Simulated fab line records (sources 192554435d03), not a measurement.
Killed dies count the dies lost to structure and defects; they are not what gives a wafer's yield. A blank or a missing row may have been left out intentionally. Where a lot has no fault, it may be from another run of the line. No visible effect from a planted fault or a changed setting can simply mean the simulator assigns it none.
fab line records | flow n5-finfet | part 2 of 2: steps 24 to 34 of 34
record lots=5 | wafers=15 | last-day=17
route steps=1938 shown DUMMY_REMOVAL@384 HKMG_FIN@385
lots with no fault: from the same line, run without faults
start-h: hours from the record's opening day to when the first of the lot's shown wafers began | wait-h: time in hours since the lot's previous step | " same as the row above | L1.1+2: a single row standing in for several wafers | - value missing, or start not given | * or withheld: withheld | < > ~ a bound
route shown NAME@n: names a module that has steps shown in the file, with the first one's number in the route | usual: mean and standard deviation over wafers with no fault | same: alike in all rows | chamber/n: place in a boat | sites: readings site by site | _std_site: the standard deviation of these | _edge_site: inner sites' mean taken away from outer sites' mean | radius-mm: how far each site lies from the wafer's centre | mask NAME#n: copy n | behind: tool/chamber where the wafer was last shaped | hold: reason for holding the lot/hours on hold/outcome of the hold | device: the transistor (n, p or np) that didn't switch | end of line: the route-end tests of the same wafers | a step without rows: its recipe alone | killed: at the first sort, the dies lost to defects and structure; wafer yield is something else | map: dies across one wafer; x = killed, . = not, _ = none there
set.NAME: the setting the step ran with; set.NAME@STEP: the setting that earlier step ran with | model.NAME: the simulator's own value behind a step, which no gauge read
certain route steps with their lots: each step a table, each wafer a row
services: a tool's chamber out of use, with start hour (start-h, from the record's first day; less than 0 if before it), hours out, and reason
## steps
# step N5_HKMG_FIN_STRIP_93
# recipe chemistry=N2/H2 | material=SOC | time-s=20 | power-w=500 | temp-c=40 | pressure-mtorr=50 | rf-frequency-hz=6e+07 | bias-power-w=8 | h2-frac=0.5 | n2-flow-sccm=300 | h2-flow-sccm=300
# usual drypump-motor-current-A=5.8/0.42 | n2-flow-sccm=300.0/0.88 | oes-product-au=0.80/0.098 | rf-vpp-V=54.0/0.91 | showerhead-plenum-p-Torr=3.35/0.11 | throttle-valve-pct=18.9/0.32
lot.wafer | tool        | chamber | start-h | wait-h | drypump-motor-current-A | n2-flow-sccm | oes-product-au | rf-hours-counter-h | rf-vpp-V | showerhead-plenum-p-Torr | throttle-valve-pct
L083.1    | rie-diel-03 | 0       | 128.75  | 0.2    | 5.8                     | 301.7        | 0.90           | 23                 | 53.1     | 3.30                     | 19.3
L083.2    | "           | 1       | "       | "      | 5.2                     | 300.3        | 0.73           | 204                | 53.7     | 3.31                     | 18.6
L083.5    | "           | 2       | "       | "      | 6.6                     | 299.8        | 0.85           | -                  | 53.4     | 3.29                     | 19.1
L084.2    | rie-diel-03 | 0       | 132.13  | 0.2    | 5.8                     | 299.4        | 0.91           | 24                 | 54.2     | 3.30                     | 19.3
L084.3    | "           | 2       | "       | "      | 6.6                     | 300.7        | 0.86           | 35                 | 53.4     | 3.29                     | 19.1
L084.4    | "           | 3       | "       | "      | 6.4                     | 300.8        | 0.73           | 205                | 54.6     | 3.32                     | 19.2
L091.1    | rie-diel-05 | 3       | 175.88  | 0.2    | 5.6                     | 300.8        | 0.72           | 197                | 55.3     | 3.46                     | 18.8
L091.2    | "           | 0       | "       | "      | 5.4                     | 301.2        | 0.86           | 51                 | 54.6     | 3.40                     | 18.5
L091.3    | "           | 1       | "       | "      | 5.8                     | 300.0        | 0.89           | 19                 | 54.0     | 3.29                     | 18.6
L094.1    | rie-diel-05 | 3       | 192.44  | 0.2    | 5.7                     | 301.1        | 0.71           | 203                | 54.5     | 3.46                     | 18.8
L094.2    | "           | 1       | "       | "      | 5.8                     | 301.6        | 0.88           | 25                 | 52.6     | 3.28                     | 18.6
L094.3    | "           | 2       | "       | "      | 5.2                     | 299.9        | 0.77           | 116                | 53.5     | 3.25                     | 18.6
L097.3    | rie-diel-04 | 2       | 210.41  | 0.2    | 5.9                     | 300.9        | 0.99           | 3                  | 53.5     | 3.58                     | 18.3
L097.4    | "           | 3       | "       | "      | 6.0                     | 300.9        | 0.68           | -                  | 54.7     | 3.44                     | 19.4
L097.5    | "           | 2       | "       | "      | 5.9                     | 300.2        | 1.00           | -                  | 54.1     | 3.58                     | 18.3
# step N5_HKMG_FIN_WET_ETCH_76
# recipe chemistry=dNH4OH | mix=1:50 | temp-c=25 | target=Al2O3 | stop-on=La2O3 | target-depth-nm=2.25 | dry=ipa-marangoni | rinse-time-s=30 | rinse-temp-c=23
lot.wafer  | tool         | chamber | start-h | wait-h
L083.1+2+5 | wet-bench-03 | 2,3,1   | 128.84  | 0.1
L084.2+3+4 | wet-bench-02 | 6,7,3   | 132.21  | 0.1
L091.1+2+3 | wet-bench-06 | 4,6,2   | 175.96  | 0.1
L094.1+2+3 | wet-bench-02 | 6,5,0   | 192.52  | 0.1
L097.3+4+5 | wet-bench-03 | 1,0,6   | 210.50  | 0.1
# step N5_HKMG_FIN_STRIP_60
# recipe chemistry=N2/H2 | power-w=2500 | temp-c=300 | h2-frac=0.65 | time-s=360 | pressure-mtorr=withheld | n2-flow-sccm=1750 | h2-flow-sccm=3250
# usual drypump-motor-current-A=6.39/0.2 | heater-power-w=480/43 | n2-flow-sccm=1750/5.6
lot.wafer | tool            | chamber | start-h | wait-h | drypump-motor-current-A | heater-power-w | n2-flow-sccm | rf-hours-counter-h
L083.1    | plasma-asher-02 | 1       | 128.95  | 0.0    | 6.58                    | 461            | 1742         | 94
L083.2    | "               | 0       | "       | "      | 6.26                    | 463            | 1746         | 94
L083.5    | "               | 0       | "       | "      | 6.25                    | 457            | 1748         | -
L084.2    | plasma-asher-02 | 1       | 132.28  | 0.0    | 6.55                    | 442            | 1748         | 95
L084.3    | "               | 1       | "       | "      | 6.55                    | 461            | 1743         | -
L084.4    | "               | 0       | "       | "      | 6.27                    | 454            | 1744         | -
L091.1    | plasma-asher-02 | 1       | 176.03  | 0.0    | 6.54                    | 455            | 1750         | 103
L091.2    | "               | 0       | "       | "      | 6.26                    | 460            | 1745         | 103
L091.3    | "               | 0       | "       | "      | 6.26                    | 453            | 1750         | -
L094.1    | plasma-asher-02 | 0       | 192.59  | 0.0    | 6.27                    | 456            | 1758         | 106
L094.2    | "               | 1       | "       | "      | 6.57                    | 450            | 1751         | 106
L094.3    | "               | 1       | "       | "      | 6.56                    | 450            | 1749         | -
L097.3    | plasma-asher-02 | 0       | 210.68  | 0.1    | 6.25                    | 456            | 1749         | -
L097.4    | "               | 1       | "       | "      | 6.57                    | 447            | 1745         | -
L097.5    | "               | 1       | "       | "      | 6.55                    | 451            | 1745         | -
# step N5_HKMG_FIN_WET_ETCH_77
# recipe chemistry=dHCl | mix=1:10000 | temp-c=25 | target=La2O3 | stop-on=HfO2 | target-depth-nm=2
lot.wafer  | tool         | chamber | start-h | wait-h
L083.1+2+5 | wet-bench-03 | 4,3,2   | 129.33  | 0.3
L084.2+3+4 | wet-bench-02 | 7,1,6   | 132.67  | 0.3
L091.1+2+3 | wet-bench-06 | 4,6,3   | 176.42  | 0.3
L094.1+2+3 | wet-bench-03 | 2,6,1   | 192.98  | 0.3
L097.3+4+5 | wet-bench-03 | 4,6,5   | 210.95  | 0.1
# step N5_HKMG_FIN_WET_ETCH_78
# recipe chemistry=dNH4OH | mix=1:50 | temp-c=25 | target=Al2O3 | stop-on=La2O3 | target-depth-nm=4.5 | dry=ipa-marangoni | rinse-time-s=30 | rinse-temp-c=23
lot.wafer  | tool         | chamber | start-h | wait-h
L083.1+2+5 | wet-bench-03 | 4,3,2   | 129.39  | 0.0
L084.2+3+4 | wet-bench-02 | 7,1,6   | 132.70  | 0.0
L091.1+2+3 | wet-bench-06 | 4,6,3   | 176.45  | 0.0
L094.1+2+3 | wet-bench-03 | 2,6,1   | 193.01  | 0.0
L097.3+4+5 | wet-bench-03 | 4,6,5   | 210.98  | 0.0
# step N5_HKMG_FIN_ALD_79
# recipe material=TiN | target-thk-a=15 | temp-c=400 | ald-precursor-family=TiCl4 | ald-co-reactant=NH3 | pulse-time-s=1 | purge-time-s=3 | co-reactant-purge-time-s=2 | co-reactant-pulse-time-s=2 | ald-cycles=68 | pressure-torr=3
# usual heater-power-w=868/66 | precursor-pulse-height-rel=1.001/0.021
# same ald-cycles=68
lot.wafer | tool         | chamber | start-h | wait-h | heater-power-w | precursor-pulse-height-rel
L083.1    | ald-metal-01 | 1       | 129.50  | 0.0    | 892            | 1.027
L083.2    | "            | 2       | "       | "      | 910            | 1.031
L083.5    | "            | 2       | "       | "      | 941            | 1.033
L084.2    | ald-metal-03 | 1       | 132.77  | 0.0    | 824            | 0.990
L084.3    | "            | 2       | "       | "      | 761            | 1.002
L084.4    | "            | 0       | "       | "      | 907            | 1.008
L091.1    | ald-metal-01 | 0       | 176.52  | 0.0    | 863            | 1.020
L091.2    | "            | 2       | "       | "      | 940            | 1.014
L091.3    | "            | 1       | "       | "      | 886            | 0.985
L094.1    | ald-metal-01 | 1       | 193.08  | 0.0    | 899            | 1.002
L094.2    | "            | 0       | "       | "      | 869            | 0.993
L094.3    | "            | 2       | "       | "      | 893            | 1.007
L097.3    | ald-metal-04 | 2       | 211.07  | 0.1    | 933            | 1.055
L097.4    | "            | 0       | "       | "      | 788            | 1.026
L097.5    | "            | 1       | "       | "      | 847            | 0.999
# step N5_HKMG_FIN_CVD_62
# recipe material=a-Si | target-thk-a=30 | temp-c=500 | precursor=Si2H6 | pressure-torr=1 | time-s=20.8
# usual heater-power-w=1429/180
lot.wafer | tool              | chamber | start-h | wait-h | heater-power-w
L083.1    | thermal-cvd-si-02 | 1       | 129.86  | 0.2    | 1388
L083.2    | "                 | 2       | "       | "      | 1645
L083.5    | "                 | 0       | "       | "      | 1279
L084.2    | thermal-cvd-si-01 | 0       | 133.13  | 0.2    | 1593
L084.3    | "                 | 1       | "       | "      | 1473
L084.4    | "                 | 2       | "       | "      | 1166
L091.1    | thermal-cvd-si-02 | 2       | 176.88  | 0.2    | 1666
L091.2    | "                 | 0       | "       | "      | 1290
L091.3    | "                 | 1       | "       | "      | 1344
L094.1    | thermal-cvd-si-01 | 2       | 193.44  | 0.2    | 1151
L094.2    | "                 | 0       | "       | "      | 1623
L094.3    | "                 | 1       | "       | "      | 1513
L097.3    | thermal-cvd-si-02 | 0       | 211.50  | 0.3    | 1279
L097.4    | "                 | 1       | "       | "      | 1370
L097.5    | "                 | 1       | "       | "      | 1349
# step N5_HKMG_FIN_RTA_80
# recipe temp-c=withheld | time-s=2 | ambient=N2 | idle-temp-c=600 | ramp-up-c-per-s=150 | ramp-down-c-per-s=60 | cool-to-c=600
lot.wafer  | tool          | chamber | start-h | wait-h
L083.1+2+5 | rtp-anneal-02 | 0       | 130.06  | 0.1
L084.2+3+4 | rtp-anneal-01 | 0       | 133.28  | 0.1
L091.1+2+3 | rtp-anneal-01 | 0       | 177.01  | 0.1
L094.1+2+3 | rtp-anneal-02 | 0       | 193.58  | 0.1
L097.3+4+5 | rtp-anneal-01 | 0       | 211.67  | 0.1
# step N5_HKMG_FIN_PRECLEAN_64
# recipe chemistry=dHF | time-s=30 | temp-c=25 | dilution=withheld
lot.wafer  | tool         | chamber | start-h | wait-h
L083.1+2+5 | wet-bench-02 | 0,5,6   | 130.22  | 0.1
L084.2+3+4 | wet-bench-06 | 5,1,4   | 133.41  | 0.1
L091.1+2+3 | wet-bench-06 | 5,7,0   | 177.16  | 0.1
L094.1+2+3 | wet-bench-02 | 1,7,5   | 193.72  | 0.1
L097.3+4+5 | wet-bench-02 | 7,6,3   | 211.78  | 0.1
# step N5_HKMG_FIN_WET_ETCH_65
# recipe chemistry=TMAH | temp-c=70 | conc-wt-pct=5 | target=a-Si | stop-on=TiN | time-s=49 | target-depth-nm=3
lot.wafer  | tool         | chamber | start-h | wait-h
L083.1+2+5 | wet-bench-02 | 0,5,6   | 130.23  | 0.0
L084.2+3+4 | wet-bench-06 | 5,1,4   | 133.42  | 0.0
L091.1+2+3 | wet-bench-06 | 5,7,0   | 177.17  | 0.0
L094.1+2+3 | wet-bench-02 | 1,7,5   | 193.73  | 0.0
L097.3+4+5 | wet-bench-02 | 7,6,3   | 211.79  | 0.0
# step N5_HKMG_FIN_WET_ETCH_81
# recipe chemistry=SC1 | target=TiN | stop-on=HfO2 | mix=1:1:5 | temp-c=60 | time-s=57 | target-depth-nm=6
lot.wafer  | tool         | chamber | start-h | wait-h
L083.1+2+5 | wet-bench-02 | 0,5,6   | 130.24  | 0.0
L084.2+3+4 | wet-bench-06 | 5,1,4   | 133.43  | 0.0
L091.1+2+3 | wet-bench-06 | 5,7,0   | 177.18  | 0.0
L094.1+2+3 | wet-bench-02 | 1,7,5   | 193.75  | 0.0
L097.3+4+5 | wet-bench-02 | 7,6,3   | 211.80  | 0.0
## services
tool              | chamber | start-h | hours | kind
ald-metal-03      | -       | 105.34  | 6.0   | pm
arfi-scanner-01   | -       | 106.40  | 1.3   | pm
rie-diel-05       | 1       | 106.79  | -     | clean
rie-diel-05       | 1       | 106.79  | -     | consumable-replace:focus-ring
ald-metal-03      | -       | 115.20  | 8.7   | pm
ald-metal-03      | 1       | 126.28  | 2.3   | repair
arfi-scanner-01   | -       | 127.12  | 1.0   | pm
arfi-scanner-01   | -       | 137.63  | 0.5   | repair
arfi-scanner-01   | -       | 140.53  | 0.8   | pm
arfi-scanner-03   | -       | 151.34  | 1.3   | pm
rie-diel-03       | 0       | 151.36  | 2.6   | repair
arfi-scanner-02   | -       | 151.77  | 1.3   | pm
arfi-scanner-03   | -       | 159.54  | 0.8   | pm
litho-track-03    | -       | 160.39  | -     | consumable-replace:filter
arfi-scanner-02   | -       | 162.92  | 0.8   | pm
arfi-scanner-03   | -       | 163.03  | 0.3   | repair
arfi-scanner-03   | -       | 165.74  | 1.0   | pm
rie-diel-04       | 3       | 172.52  | 3.1   | repair
ald-metal-01      | 2       | 180.10  | 2.0   | repair
arfi-scanner-02   | -       | 181.98  | 1.0   | pm
ald-hk-02         | -       | 187.80  | 8.7   | pm
arfi-scanner-03   | -       | 191.15  | 3.1   | pm
arfi-scanner-03   | -       | 196.28  | 0.8   | repair
thermal-cvd-si-02 | 2       | 205.60  | 6.5   | repair
